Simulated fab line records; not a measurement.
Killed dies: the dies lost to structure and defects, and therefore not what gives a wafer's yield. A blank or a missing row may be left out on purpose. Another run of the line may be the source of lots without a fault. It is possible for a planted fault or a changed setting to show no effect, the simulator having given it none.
Split-lot trial ; flow n5-finfet ; on a route of 1938 steps: 7 lots, 39 wafers read

== THE SPLIT ITSELF ==
At N5_BEOL_M8_TRENCH_ETCH_37 (etches SiCOH lowk in C4F6/O2, target depth 93.478 nm, time 31.2 s), the setting time-s was moved away from the recipe's 31.2 s on 9 of the 39 wafers read, by -50.1% to +24.6%. The other wafers ran this setting at the recipe's value.

== FROM THE SPLIT TO THE READING: what the file shows between them, 11 steps ==
- N5_BEOL_M8_ETCH_41: etches SiCN in CH3F/O2, target depth 31.9 nm, time 57.8 s
- N5_BEOL_M8_STRIP_80: strips in N2/H2, time 10 s
- N5_BEOL_M8_OCD_MEAS_38
- N5_BEOL_M8_HM_STRIP_39: strips TiN in peroxide tin strip, target depth 25 nm, time 158 s
- N5_BEOL_M8_SRD_40: time 30 s
- N5_BEOL_M8_ECD_50: material Cu, target thk 300 nm
- N5_BEOL_M8_ANNEAL_51: time 90 s
- N5_BEOL_M8_CMP_52: polishes, stops on SiCOH lowk, t overpolish 6.9 s, target thk 80 nm
- N5_BEOL_M8_THK_MEAS_53: measures by xrf
- N5_BEOL_M8_PRE_CLEAN_55: time 15 s
- N5_BEOL_M8_DEP_56: deposits SiCN from 3MS/NH3, target thk 10 nm, time 17.5 s

== THE READING ==
Measured at N5_BEOL_M8_RS_MEAS_57 by four-point probe: M8_RS, in ohm/sq. Typical for fault-free wafers on this fab line: 0.291 ohm/sq, with standard deviation 0.012 ohm/sq.

wafer;tool, chamber at the split;time-s as run, s;against the recipe;M8_RS, ohm/sq;against lot-mates on the recipe
L074.1;rie-diel-06, 2;31.2;recipe;0.296;-
L074.2;rie-diel-06, 0;31.2;recipe;0.287;-
L074.3;rie-diel-06, 3;31.2;recipe;0.293;-
L074.4;rie-diel-06, 2;31.2;recipe;0.295;-
L074.5;rie-diel-06, 0;31.2;recipe;0.270;-
L074.6;rie-diel-06, 3;31.2;recipe;0.291;-
L078.1;rie-diel-06, 2;38.86;+24.6%;0.232;-0.059
L078.2;rie-diel-06, 3;31.2;recipe;0.299;-
L078.3;rie-diel-06, 0;38.86;+24.6%;0.207;-0.084
L078.4;rie-diel-06, 0;31.2;recipe;0.277;-
L078.5;rie-diel-06, 3;38.86;+24.6%;0.226;-0.065
L078.6;rie-diel-06, 2;31.2;recipe;0.297;-
L080.1;rie-diel-06, 0;31.2;recipe;0.288;-
L080.2;rie-diel-06, 2;31.2;recipe;0.308;-
L080.3;rie-diel-06, 1;31.2;recipe;0.281;-
L080.4;rie-diel-06, 3;31.2;recipe;0.305;-
L080.5;rie-diel-06, 1;31.2;recipe;0.271;-
L080.6;rie-diel-06, 0;31.2;recipe;0.285;-
L083.1;rie-diel-03, 0;31.2;recipe;0.291;-
L083.2;rie-diel-03, 1;31.2;recipe;0.290;-
L083.3;rie-diel-03, 2;31.2;recipe;0.303;-
L083.4;rie-diel-03, 3;31.2;recipe;0.292;-
L083.5;rie-diel-03, 0;31.2;recipe;0.297;-
L083.6;rie-diel-03, 1;31.2;recipe;0.291;-
L092.1;rie-diel-03, 3;31.2;recipe;0.293;-
L092.2;rie-diel-03, 0;21.05;-32.5%;0.525;+0.226
L092.3;rie-diel-03, 1;31.2;recipe;0.304;-
L092.4;rie-diel-03, 2;21.05;-32.5%;0.567;+0.268
L092.5;rie-diel-03, 1;31.2;recipe;0.299;-
L092.6;rie-diel-03, 0;21.05;-32.5%;0.543;+0.244
L090.1;rie-diel-01, 0;31.2;recipe;0.307;-
L090.2;rie-diel-01, 2;15.57;-50.1%;0.873;+0.582
L090.3;rie-diel-01, 3;15.57;-50.1%;0.804;+0.513
L090.4;rie-diel-01, 1;31.2;recipe;0.297;-
L090.5;rie-diel-01, 0;15.57;-50.1%;0.988;+0.697
L090.6;rie-diel-01, 3;31.2;recipe;0.270;-
L095.1;rie-diel-06, 3;31.2;recipe;0.295;-
L095.3;rie-diel-06, 0;31.2;recipe;0.281;-
L095.5;rie-diel-06, 1;31.2;recipe;0.276;-

THE FIT
A straight line over all 39 wafers: M8_RS changes by -0.00931 ohm/sq for each +1% of time-s; r = -0.94; the points scatter about the line by 0.062 ohm/sq.
The same after taking each lot's own level away (the mean of its wafers on the recipe; 39 wafers): -0.00925 ohm/sq for each +1%; r = -0.93; scatter 0.063 ohm/sq.
According to that fit, moving time-s by its largest amount changes the reading by 0.46 ohm/sq.
The span of the lots' own levels, 0.2840 to 0.2987 ohm/sq, comes to 1.2 times the standard deviation stated above.
The two slopes are in agreement: the lot-to-lot level therefore moves the slope only a little.
Check: with one of the wafers moved furthest among these (-50.1%) left out of the fit, the line predicts +0.456 ohm/sq for it against its lot-mates. Against them it came out at +0.582 ohm/sq.

== OTHER SPLITS APPLIED TO THESE WAFERS ==
Note: prior to the reading, these wafers also went through further splits. Each is held against what the fit with the lots' levels taken away leaves over:
other split on the same wafers;wafers away from the commonest value;r with M8_RS (lot level and that fit taken away)
N5_BEOL_M6_ILD_DEP_00 target-thk-a;12;+0.14

== THE WHOLE CHAIN: every reading that the file lists as answering this split, in the file's order ==
step;what it does;reading;change (the file's fit);r (the file's)
N5_BEOL_M8_TRENCH_ETCH_37;etches SiCOH lowk in C4F6/O2, target depth 93.478 nm, time 31.2 s;BEOL_M8.feature-depth-nm (the simulator's own value, which no gauge read);+0.919 nm for each +1% of the setting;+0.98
N5_BEOL_M8_TRENCH_ETCH_37;etches SiCOH lowk in C4F6/O2, target depth 93.478 nm, time 31.2 s;etch.depth-nm (the simulator's own value, which no gauge read);+0.919 nm for each +1% of the setting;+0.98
N5_BEOL_M8_OCD_MEAS_38;;trench-depth-nm;+0.916 nm for each +1% of the setting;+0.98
N5_BEOL_M8_CMP_52;polishes, stops on SiCOH lowk, t overpolish 6.9 s, target thk 80 nm;Cu_of_BEOL_M8_ECD_50.thk-nm (the simulator's own value, which no gauge read);+0.914 nm for each +1% of the setting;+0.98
N5_BEOL_M8_THK_MEAS_53;measures by xrf;M8_THK;+0.92 for each +1% of the setting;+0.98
N5_BEOL_M8_RS_MEAS_57;measures by four-point-probe;M8_RS;-0.0095 for each +1% of the setting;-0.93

== THE FILE'S OWN FIT ==
M8_RS changes by -0.0095 ohm/sq for each +1% of time-s, r = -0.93.
